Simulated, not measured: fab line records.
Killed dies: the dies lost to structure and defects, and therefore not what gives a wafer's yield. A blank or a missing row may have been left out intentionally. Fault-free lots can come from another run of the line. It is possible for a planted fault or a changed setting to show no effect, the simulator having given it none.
One fault through the eyes of 2 desks ; flow nandHarc ; every desk sees just its own numbers, and what lay behind them comes last

== FOR THE TOOL OWNER'S DESK: cmp-03 ==
The tool's own readings at NHARC_P_M2_CMP_23 (polishes, t overpolish 20 s, target thk 144.3 nm): means of the sampled wafers that have a number, for each lot that ran on this tool. A lot is out of limits, marked OUT, if its mean lies more than 4 standard deviations from the usual mean; the brackets give that distance.
Columns: A = motorCurrentA at NHARC_P_M2_CMP_23, usual 11.3 A; B = timeToEndpointS at NHARC_P_M2_CMP_23, usual 28 s
lot;first seen here;A;B
L258;day 6 21:28;11.6;29
L267;day 9 10:29;10.9;30
This desk's finding: nothing out of limits on any of the 2 lots.

== THE DEFECT DESK ==
For each lot, the counts of the inspections along the route, averaged over the sampled wafers that have a number. A lot is out of limits, marked OUT, if its mean lies more than 4 standard deviations from the usual mean; the brackets give that distance.
Columns: A = rawDefectCount at NHARC_P_M2_INSPECT_11, usual 4.2; B = rawDefectCount at NHARC_P_M2_INSPECT_27, usual 318
lot;first seen here;A;B
L255;day 6 07:11;3.3;274
L258;day 6 19:13;5.7;271
L267;day 9 08:19;11.7;1840 (+13) OUT
L269;day 10 05:24;6.7;267
L270;day 10 07:23;3.7;376
L272;day 10 10:10;3.7;286
L271;day 10 11:10;1.3;158
L273;day 10 14:04;5.7;345
L274;day 10 16:57;3.0;458
L275;day 11 04:08;4.7;266
L276;day 11 15:05;5.0;299
L277;day 11 15:45;2.0;397
This desk finds L267 out of limits, L267 being first, at day 9 10:57 (rawDefectCount at NHARC_P_M2_INSPECT_27). Within limits: L255, L258, L269, L270, L272, L271, L273, L274, L275, L276, L277.

== TAKEN TOGETHER ==
The defect desk could have raised an alarm at day 9 10:57, on L267.
The tool owner's desk saw nothing out of limits.
Tool owner's desk: L267 on record, inside its limits.
NHARC_P_M2_CMP_23 was run on cmp-03 by each of the lots named.

== WHAT WAS PUT IN BY THE SIMULATOR ==
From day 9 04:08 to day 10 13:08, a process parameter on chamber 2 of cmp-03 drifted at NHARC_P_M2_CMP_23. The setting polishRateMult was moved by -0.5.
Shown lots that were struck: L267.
Hours from the fault's start to each desk's first reading out of limits: the defect desk, 7.
